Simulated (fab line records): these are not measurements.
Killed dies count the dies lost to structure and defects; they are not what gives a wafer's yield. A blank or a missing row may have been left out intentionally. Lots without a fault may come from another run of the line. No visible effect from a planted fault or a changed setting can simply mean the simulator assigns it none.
Chamber matching	flow nandHarc	NHARC_P_CONTACT_STRIP_28 on rieDiel-02: 4 sister chambers
The step strips in O2. 4 wafers are shown with their chamber, then 7 later ones without.

== WAFERS WITH THEIR CHAMBER ==
wafer	chamber	showerheadPlenumPTorr (Torr)
L975.2	3	3.73
L974.2	1	3.41
L974.5	0	3.42
L977.1	2	3.39

== WAFERS MISSING THEIR CHAMBER ==
wafer	showerheadPlenumPTorr (Torr)
L977.2	3.41
L985.3	3.38
L985.4	3.41
L985.6	3.42
L987.1	3.72
L987.4	3.38
L987.6	3.72

== WHICH CHAMBER EACH WENT THROUGH ==
wafer	from the rows above	in truth
L977.2	can't be placed: 1 or 0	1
L985.3	2	2
L985.4	can't be placed: 1 or 0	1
L985.6	can't be placed: 0 or 1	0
L987.1	3	3
L987.4	2	2
L987.6	3	3
4 of 7 placed correctly. From these rows, 3 cannot be placed; in 3 the true chamber is one of the candidates. Placed wrongly: 0.
How it was worked out, from the rows above alone: a wafer's distance from a chamber is the root of the sum, over the readings, of the square of ((its reading less the chamber's mean) divided by the reading's scatter). If the next closest chamber is less than 2 further off than the closest, the wafer can't be placed; otherwise it belongs to the closest. A chamber's mean is the mean of its shown wafers. The scatter: with one shown wafer a chamber, the root of the mean of the squares of how far each hidden wafer lies from its nearest shown one.
